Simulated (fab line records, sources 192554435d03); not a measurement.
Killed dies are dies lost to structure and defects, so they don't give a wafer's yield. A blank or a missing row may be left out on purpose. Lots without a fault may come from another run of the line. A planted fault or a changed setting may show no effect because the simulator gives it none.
Chamber matching | flow n5_finfet | N5_GATE_CUT_ETCH_36 on rie_diel-06: 4 sister chambers
The step etches SiARC in CF4, target depth 13 nm, time 21.7 s. 8 wafers are shown with their chamber, then 8 later ones without.

WAFERS WITH THEIR CHAMBER
wafer  | chamber | drypump_motor_current_A (A) | showerhead_plenum_p_Torr (Torr)
L080.5 | 0       | 6.4                         | 2.20
L085.6 | 2       | 6.7                         | 2.05
L086.2 | 2       | 6.7                         | 2.05
L086.3 | 3       | 5.6                         | 2.23
L089.2 | 1       | 5.8                         | 2.06
L089.4 | 3       | 5.6                         | 2.23
L089.5 | 1       | 5.7                         | 2.06
L092.1 | 0       | 6.4                         | 2.19

WAFERS WITHOUT THEIR CHAMBER
wafer  | drypump_motor_current_A (A) | showerhead_plenum_p_Torr (Torr)
L092.2 | 6.7                         | 2.05
L092.3 | 5.8                         | 2.06
L094.2 | 6.5                         | 2.19
L094.3 | 6.7                         | 2.05
L094.4 | 5.8                         | 2.05
L095.3 | 5.8                         | 2.05
L095.4 | 6.7                         | 2.05
L095.5 | 6.7                         | 2.05

WHICH CHAMBER EACH WENT THROUGH
wafer  | from the rows above | in truth
L092.2 | 2                   | 2
L092.3 | 1                   | 1
L094.2 | 0                   | 0
L094.3 | 2                   | 2
L094.4 | 1                   | 1
L095.3 | 1                   | 1
L095.4 | 2                   | 2
L095.5 | 2                   | 2
Placed correctly: 8 of 8. Can't be placed from these rows: 0. Placed wrongly: 0.
How it was worked out, from the rows above alone: a wafer's distance from a chamber is the root of the sum, over the readings, of the square of ((its reading less the chamber's mean) divided by the reading's scatter). The wafer belongs to the nearest chamber; if the next one is less than 2 further off, it can't be placed. A chamber's mean is the mean of its shown wafers. The scatter: the root of (the sum of the squares of (reading less its chamber's mean) over the shown wafers, divided by (wafers less chambers)).
